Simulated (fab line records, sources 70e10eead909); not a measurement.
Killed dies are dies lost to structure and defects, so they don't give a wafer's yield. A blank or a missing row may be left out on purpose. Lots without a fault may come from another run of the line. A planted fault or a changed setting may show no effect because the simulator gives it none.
Which tool did it? | flow nand_harc | 11 lots, 33 wafers sampled, at 5 steps of a route of 1302

WHAT THE GAUGES READ, wafer by wafer
NHARC_END_WLT_00. Usual: VT_DECK1_BOTTOM 0.870, standard deviation 0.0084; VT_DECK1_BOTTOM_INNER 0.870, standard deviation 0.0077; VT_DECK1_MEDIAN_NEAR_BOTTOM 0.871, standard deviation 0.0079; VT_DECK1_MEDIAN_NEAR_BOTTOM_INNER 0.872, standard deviation 0.0079; VT_DECK1_MIDDLE 0.883, standard deviation 0.0077; VT_DECK1_MIDDLE_INNER 0.883, standard deviation 0.0077; VT_DECK1_TOP 0.896, standard deviation 0.0079; VT_DECK1_TOP_INNER 0.895, standard deviation 0.0071; VT_DECK2_BOTTOM 0.873, standard deviation 0.0085; VT_DECK2_BOTTOM_INNER 0.874, standard deviation 0.0081; VT_DECK2_MEDIAN_NEAR_BOTTOM 0.874, standard deviation 0.008; VT_DECK2_MEDIAN_NEAR_BOTTOM_INNER 0.875, standard deviation 0.0077; VT_DECK2_MIDDLE 0.887, standard deviation 0.0079; VT_DECK2_MIDDLE_INNER 0.887, standard deviation 0.0073; VT_DECK2_TOP 0.898, standard deviation 0.0072; VT_DECK2_TOP_INNER 0.898, standard deviation 0.0074.
lot  | measured     | on        | VT_DECK1_BOTTOM   | VT_DECK1_BOTTOM_INNER | VT_DECK1_MEDIAN_NEAR_BOTTOM | VT_DECK1_MEDIAN_NEAR_BOTTOM_INNER | VT_DECK1_MIDDLE   | VT_DECK1_MIDDLE_INNER | VT_DECK1_TOP      | VT_DECK1_TOP_INNER | VT_DECK2_BOTTOM   | VT_DECK2_BOTTOM_INNER | VT_DECK2_MEDIAN_NEAR_BOTTOM | VT_DECK2_MEDIAN_NEAR_BOTTOM_INNER | VT_DECK2_MIDDLE   | VT_DECK2_MIDDLE_INNER | VT_DECK2_TOP      | VT_DECK2_TOP_INNER | flag
L794 | day 24 09:07 | prober-02 | 0.860 0.863 0.867 | 0.867 0.880 0.878     | 0.868 0.877 0.874           | 0.864 0.869 0.875                 | 0.881 0.886 0.886 | 0.883 0.888 0.882     | 0.895 0.906 0.899 | 0.897 0.894 0.900  | 0.868 0.865 0.865 | 0.870 0.867 0.864     | 0.869 0.870 0.868           | 0.874 0.866 0.872                 | 0.889 0.881 0.873 | 0.880 0.881 0.887     | 0.888 0.893 0.890 | 0.889 0.889 0.893  |
L795 | day 24 15:50 | prober-02 | 0.861 0.863 0.864 | 0.870 0.863 0.865     | 0.867 0.871 0.861           | 0.864 0.864 0.868                 | 0.871 0.875 0.876 | 0.875 0.875 0.879     | 0.886 0.887 0.892 | 0.892 0.893 0.890  | 0.863 0.860 0.877 | 0.859 0.858 0.860     | 0.863 0.859 0.876           | 0.865 0.870 0.866                 | 0.882 0.881 0.876 | 0.880 0.882 0.868     | 0.885 0.889 0.890 | 0.890 0.900 0.891  |
L798 | day 26 02:13 | prober-02 | 0.870 0.868 0.881 | 0.866 0.865 0.877     | 0.859 0.870 0.869           | 0.866 0.870 0.872                 | 0.883 0.881 0.889 | 0.887 0.877 0.883     | 0.902 0.901 0.898 | 0.894 0.897 0.901  | 0.863 0.870 0.865 | 0.863 0.865 0.864     | 0.863 0.858 0.860           | 0.869 0.858 0.870                 | 0.878 0.873 0.871 | 0.873 0.872 0.876     | 0.887 0.889 0.883 | 0.896 0.880 0.889  |
L802 | day 27 03:37 | prober-02 | 0.868 0.870 0.871 | 0.871 0.867 0.864     | 0.873 0.872 0.875           | 0.874 0.862 0.875                 | 0.881 0.883 0.875 | 0.883 0.887 0.887     | 0.895 0.889 0.891 | 0.896 0.892 0.891  | 0.877 0.881 0.887 | 0.882 0.866 0.880     | 0.880 0.877 0.875           | 0.883 0.885 0.874                 | 0.888 0.892 0.883 | 0.895 0.895 0.897     | 0.904 0.897 0.897 | 0.891 0.900 0.905  |
L803 | day 27 17:30 | prober-02 | 0.867 0.877 0.873 | 0.870 0.882 0.873     | 0.867 0.865 0.872           | 0.878 0.872 0.864                 | 0.884 0.884 0.885 | 0.885 0.883 0.880     | 0.899 0.889 0.894 | 0.895 0.892 0.891  | 0.870 0.871 0.870 | 0.883 0.867 0.877     | 0.879 0.875 0.878           | 0.875 0.863 0.874                 | 0.885 0.887 0.891 | 0.892 0.882 0.895     | 0.901 0.893 0.895 | 0.908 0.893 0.912  |
L805 | day 28 13:39 | prober-02 | 0.867 0.879 0.874 | 0.867 0.868 0.865     | 0.876 0.870 0.868           | 0.873 0.871 0.868                 | 0.884 0.884 0.881 | 0.875 0.873 0.881     | 0.893 0.890 0.896 | 0.892 0.900 0.901  | 0.885 0.882 0.892 | 0.893 0.885 0.886     | 0.876 0.888 0.887           | 0.889 0.888 0.882                 | 0.892 0.903 0.900 | 0.895 0.891 0.895     | 0.907 0.909 0.908 | 0.904 0.916 0.908  |
L808 | day 30 06:08 | prober-01 | 0.869 0.871 0.882 | 0.870 0.885 0.867     | 0.881 0.870 0.882           | 0.873 0.880 0.881                 | 0.885 0.891 0.898 | 0.883 0.889 0.885     | 0.900 0.904 0.904 | 0.892 0.903 0.899  | 0.877 0.872 0.868 | 0.877 0.876 0.874     | 0.881 0.882 0.868           | 0.872 0.866 0.870                 | 0.883 0.885 0.879 | 0.880 0.891 0.883     | 0.886 0.896 0.895 | 0.892 0.899 0.905  |
L813 | day 31 17:43 | prober-01 | 0.879 0.877 0.876 | 0.873 0.871 0.877     | 0.873 0.873 0.882           | 0.880 0.875 0.887                 | 0.893 0.897 0.888 | 0.892 0.887 0.891     | 0.901 0.907 0.901 | 0.905 0.904 0.909  | 0.871 0.867 0.877 | 0.871 0.874 0.876     | 0.873 0.876 0.873           | 0.880 0.873 0.878                 | 0.886 0.885 0.898 | 0.879 0.884 0.882     | 0.901 0.895 0.898 | 0.894 0.897 0.895  |
L815 | day 33 07:47 | prober-02 | 0.879 0.885 0.882 | 0.884 0.876 0.879     | 0.887 0.881 0.888           | 0.891 0.889 0.885                 | 0.899 0.895 0.892 | 0.894 0.894 0.901     | 0.912 0.911 0.905 | 0.907 0.904 0.904  | 0.872 0.871 0.878 | 0.874 0.859 0.865     | 0.874 0.867 0.865           | 0.869 0.868 0.871                 | 0.891 0.885 0.886 | 0.888 0.885 0.884     | 0.896 0.896 0.893 | 0.897 0.895 0.897  |
L817 | day 34 09:20 | prober-02 | 0.880 0.886 0.882 | 0.875 0.876 0.878     | 0.872 0.880 0.889           | 0.876 0.881 0.878                 | 0.887 0.893 0.882 | 0.890 0.900 0.888     | 0.903 0.905 0.904 | 0.893 0.904 0.897  | 0.867 0.880 0.880 | 0.872 0.881 0.870     | 0.874 0.880 0.867           | 0.879 0.877 0.880                 | 0.888 0.892 0.894 | 0.891 0.890 0.888     | 0.895 0.902 0.895 | 0.902 0.894 0.896  |
L816 | day 35 05:08 | prober-01 | 0.870 0.865 0.869 | 0.869 0.865 0.871     | 0.871 0.868 0.874           | 0.870 0.876 0.869                 | 0.884 0.875 0.886 | 0.880 0.882 0.888     | 0.901 0.894 0.894 | 0.890 0.902 0.898  | 0.863 0.859 0.848 | 0.868 0.861 0.858     | 0.864 0.867 0.860           | 0.868 0.868 0.863                 | 0.878 0.872 0.869 | 0.880 0.873 0.879     | 0.892 0.889 0.892 | 0.883 0.895 0.888  |

NHARC_END_SORT_01. Usual: killed_at_array 52, standard deviation 19; killed_at_other 0.8, standard deviation 1; killed_at_periphery 3.7, standard deviation 2.5; killed_dies 56, standard deviation 19; killed_open 3.5, standard deviation 2; killed_short 2.2, standard deviation 1.4.
lot  | measured     | on        | killed_at_array | killed_at_other | killed_at_periphery | killed_dies | killed_open | killed_short | flag
L813 | day 31 21:01 | prober-01 | 78 62 121       | 0 0 0           | 3 7 8               | 81 69 129   | 2 4 1       | 3 1 1        |

WHICH TOOL RAN EACH LOT (tool, then ch and the chambers of the sampled wafers, then the start)
lot  | NHARC_A_CONTACT_ETCH_115             | NHARC_THIN_TSV_DEP_47           | NHARC_THIN_TSV_STRIP_56
L794 | har_cap_etch-02 ch 0,1, day 21 18:25 | pecvd-01 ch 0,1,2, day 23 21:41 | plasma_asher-01 ch 0,1, day 24 02:23
L795 | har_cap_etch-03 ch 0,1, day 21 23:48 | pecvd-02 ch 1,2, day 24 05:16   | plasma_asher-02 ch 0, day 24 09:59
L798 | har_cap_etch-03 ch 0,1, day 23 08:28 | pecvd-03 ch 0,1, day 25 16:57   | plasma_asher-01 ch 0,1, day 25 21:43
L802 | har_cap_etch-02 ch 0,1, day 24 12:41 | pecvd-03 ch 0,1, day 26 17:22   | plasma_asher-01 ch 0, day 26 22:07
L803 | har_cap_etch-02 ch 0,1, day 25 02:53 | pecvd-02 ch 0,1, day 27 07:31   | plasma_asher-01 ch 0, day 27 12:03
L805 | har_cap_etch-02 ch 0,1, day 25 17:42 | pecvd-01 ch 0,1,2, day 28 04:51 | plasma_asher-01 ch 0,1, day 28 09:34
L808 | har_cap_etch-02 ch 0,1, day 27 15:05 | pecvd-01 ch 1,2, day 29 20:47   | plasma_asher-02 ch 1, day 30 01:53
L813 | har_cap_etch-02 ch 0,1, day 29 01:17 | pecvd-01 ch 1,2, day 31 09:08   | plasma_asher-02 ch 0,1, day 31 14:14
L815 | har_cap_etch-03 ch 0,1, day 30 11:19 | pecvd-02 ch 0,1,2, day 32 21:14 | plasma_asher-01 ch 0, day 33 01:51
L817 | har_cap_etch-03 ch 0,1, day 31 04:25 | pecvd-02 ch 1,2, day 33 22:38   | plasma_asher-01 ch 0,1, day 34 03:23
L816 | har_cap_etch-01 ch 0,1, day 32 01:03 | pecvd-03 ch 0,1,2, day 34 17:20 | plasma_asher-02 ch 0,1, day 34 22:02
- NHARC_A_CONTACT_ETCH_115: etches the open film in C4F8/O2/Ar, time 190 s, target depth 1850 nm.
- NHARC_THIN_TSV_DEP_47: deposits SiO2, target thk 200 nm.
- NHARC_THIN_TSV_STRIP_56: strips in O2.

WHAT THE TOOLS THEMSELVES READ (means of the sampled wafers that have a number; where no wafer has one, the mark that the record gives instead)
NHARC_A_CONTACT_ETCH_115. Usual: oes_air_line_au 0.998 a.u., standard deviation 0.02.
lot  | tool            | oes_air_line_au (a.u.) | flag
L794 | har_cap_etch-02 | 0.996                  |
L795 | har_cap_etch-03 | 0.978                  |
L798 | har_cap_etch-03 | 0.993                  |
L802 | har_cap_etch-02 | 1.015                  |
L803 | har_cap_etch-02 | 0.988                  |
L805 | har_cap_etch-02 | 1.001                  |
L808 | har_cap_etch-02 | 0.987                  |
L813 | har_cap_etch-02 | 0.994                  |
L815 | har_cap_etch-03 | 0.986                  |
L817 | har_cap_etch-03 | 1.021                  |
L816 | har_cap_etch-01 | 0.986                  |

NHARC_THIN_TSV_DEP_47. Usual: throttle_valve_pct 15.9 %, standard deviation 0.54.
lot  | tool     | throttle_valve_pct (%) | flag
L794 | pecvd-01 | 15.7                   |
L795 | pecvd-02 | 16.0                   |
L798 | pecvd-03 | 15.8                   |
L802 | pecvd-03 | 16.6                   |
L803 | pecvd-02 | 16.3                   |
L805 | pecvd-01 | 15.9                   |
L808 | pecvd-01 | 15.7                   |
L813 | pecvd-01 | 16.1                   |
L815 | pecvd-02 | 16.3                   |
L817 | pecvd-02 | 15.7                   |
L816 | pecvd-03 | 15.9                   |

NHARC_THIN_TSV_STRIP_56. Usual: drypump_motor_current_A 5.9 A, standard deviation 0.57; heater_power_w 344 W, standard deviation 49; temp_c 250.04 C, standard deviation 0.18.
lot  | tool            | drypump_motor_current_A (A) | heater_power_w (W) | temp_c (C) | flag
L794 | plasma_asher-01 | 6.0                         | 337                | 250.17     |
L795 | plasma_asher-02 | 6.2                         | 417                | 250.21     |
L798 | plasma_asher-01 | 5.4                         | 326                | 250.00     |
L802 | plasma_asher-01 | 5.0                         | 308                | 250.22     |
L803 | plasma_asher-01 | 4.9                         | 315                | 250.15     |
L805 | plasma_asher-01 | 5.4                         | 330                | 250.17     |
L808 | plasma_asher-02 | 5.9                         | 293                | 250.09     |
L813 | plasma_asher-02 | 6.0                         | 336                | 250.15     |
L815 | plasma_asher-01 | 4.9                         | 320                | 250.02     |
L817 | plasma_asher-01 | 6.0                         | 343                | 250.17     |
L816 | plasma_asher-02 | 6.1                         | 368                | 250.00     |

THE ANSWER, worked out from the rows above alone
Rule: a lot is off if the mean of its wafers that have a number lies more than 3 standard deviations from the usual mean. A lot without any number at a reading at which 4 lots or more have one is off too. The other lots that the step has rows for count as sound. The gauges are gone through in route order, then the tools' own readings, and for those a lot's mean is taken as printed above. The first step at which some lot is off is used, and at that step the reading that is off furthest; a lot without a number counts as furthest.
No lot is off at any reading shown: from this, nothing can be told.

WHAT THE SIMULATOR HAD PUT IN
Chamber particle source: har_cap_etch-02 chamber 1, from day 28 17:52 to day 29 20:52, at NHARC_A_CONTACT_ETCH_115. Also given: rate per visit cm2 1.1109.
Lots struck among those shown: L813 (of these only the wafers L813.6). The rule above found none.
